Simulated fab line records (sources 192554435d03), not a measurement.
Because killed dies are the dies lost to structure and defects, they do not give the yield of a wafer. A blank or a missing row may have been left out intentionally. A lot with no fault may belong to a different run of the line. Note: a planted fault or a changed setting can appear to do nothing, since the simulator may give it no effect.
Chamber matching / flow n5_finfet / ald_sin-01 running N5_DUMMY_GATE_ALD_02: 4 sister chambers
The step deposits SiO2, target thk 2 nm, pulse time 1 s. 14 wafers are shown with their chamber, then 7 later ones without.

EACH WAFER AND ITS CHAMBER
wafer=L074.2; chamber=1; heater_power_w (W)=420; heater_power_outer_w (W)=238; precursor_pulse_height_rel=1.007
wafer=L074.3; chamber=3; heater_power_w (W)=518; heater_power_outer_w (W)=287; precursor_pulse_height_rel=1.000
wafer=L074.5; chamber=2; heater_power_w (W)=565; heater_power_outer_w (W)=301; precursor_pulse_height_rel=1.000
wafer=L076.3; chamber=0; heater_power_w (W)=446; heater_power_outer_w (W)=231; precursor_pulse_height_rel=1.017
wafer=L076.4; chamber=3; heater_power_w (W)=517; heater_power_outer_w (W)=283; precursor_pulse_height_rel=0.990
wafer=L076.6; chamber=0; heater_power_w (W)=461; heater_power_outer_w (W)=229; precursor_pulse_height_rel=1.003
wafer=L079.1; chamber=2; heater_power_w (W)=560; heater_power_outer_w (W)=295; precursor_pulse_height_rel=1.008
wafer=L079.3; chamber=0; heater_power_w (W)=456; heater_power_outer_w (W)=238; precursor_pulse_height_rel=1.000
wafer=L079.5; chamber=3; heater_power_w (W)=522; heater_power_outer_w (W)=289; precursor_pulse_height_rel=0.979
wafer=L089.1; chamber=1; heater_power_w (W)=397; heater_power_outer_w (W)=224; precursor_pulse_height_rel=1.014
wafer=L089.2; chamber=2; heater_power_w (W)=546; heater_power_outer_w (W)=293; precursor_pulse_height_rel=0.970
wafer=L089.6; chamber=0; heater_power_w (W)=430; heater_power_outer_w (W)=225; precursor_pulse_height_rel=1.007
wafer=L093.2; chamber=0; heater_power_w (W)=453; heater_power_outer_w (W)=218; precursor_pulse_height_rel=0.978
wafer=L093.5; chamber=3; heater_power_w (W)=510; heater_power_outer_w (W)=281; precursor_pulse_height_rel=1.021

SIGNATURES, as means of the wafers listed above
reading=heater_power_w; chamber 0=449.20; chamber 1=408.50; chamber 2=557.00; chamber 3=516.75; scatter within a chamber=10.5
reading=heater_power_outer_w; chamber 0=228.20; chamber 1=231.00; chamber 2=296.33; chamber 3=285.00; scatter within a chamber=6.26
reading=precursor_pulse_height_rel; chamber 0=1.00100; chamber 1=1.01050; chamber 2=0.99267; chamber 3=0.99750; scatter within a chamber=0.0162
Rule: for each reading, subtract the chamber's mean from the wafer's reading, divide by that reading's scatter and square the result; add these up over the readings and take the root, which gives the wafer's distance from the chamber. If the next closest chamber is less than 2 further off than the closest, the wafer can't be placed; otherwise it belongs to the closest. The scatter is the square root of a quotient: the sum, over the shown wafers, of each reading's squared deviation from its chamber's mean, divided by wafers minus chambers.

WAFERS WITHOUT THEIR CHAMBER
wafer=L093.6; heater_power_w (W)=433; heater_power_outer_w (W)=222; precursor_pulse_height_rel=0.976
wafer=L095.3; heater_power_w (W)=543; heater_power_outer_w (W)=300; precursor_pulse_height_rel=1.020
wafer=L095.5; heater_power_w (W)=434; heater_power_outer_w (W)=219; precursor_pulse_height_rel=1.017
wafer=L095.6; heater_power_w (W)=400; heater_power_outer_w (W)=217; precursor_pulse_height_rel=1.002
wafer=L096.3; heater_power_w (W)=555; heater_power_outer_w (W)=292; precursor_pulse_height_rel=1.000
wafer=L096.4; heater_power_w (W)=421; heater_power_outer_w (W)=218; precursor_pulse_height_rel=1.018
wafer=L096.5; heater_power_w (W)=527; heater_power_outer_w (W)=296; precursor_pulse_height_rel=1.019

WHICH CHAMBER EACH WENT THROUGH
wafer=L093.6; from the rows above=can't be placed: 0 or 1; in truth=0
wafer=L095.3; from the rows above=can't be placed: 2 or 3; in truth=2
wafer=L095.5; from the rows above=can't be placed: 0 or 1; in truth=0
wafer=L095.6; from the rows above=1; in truth=1
wafer=L096.3; from the rows above=2; in truth=2
wafer=L096.4; from the rows above=can't be placed: 1 or 0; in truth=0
wafer=L096.5; from the rows above=can't be placed: 3 or 2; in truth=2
2 of 7 placed correctly. Cannot be placed on the basis of these rows: 5; the candidates contain the true chamber in 5. Number placed wrongly: 0.
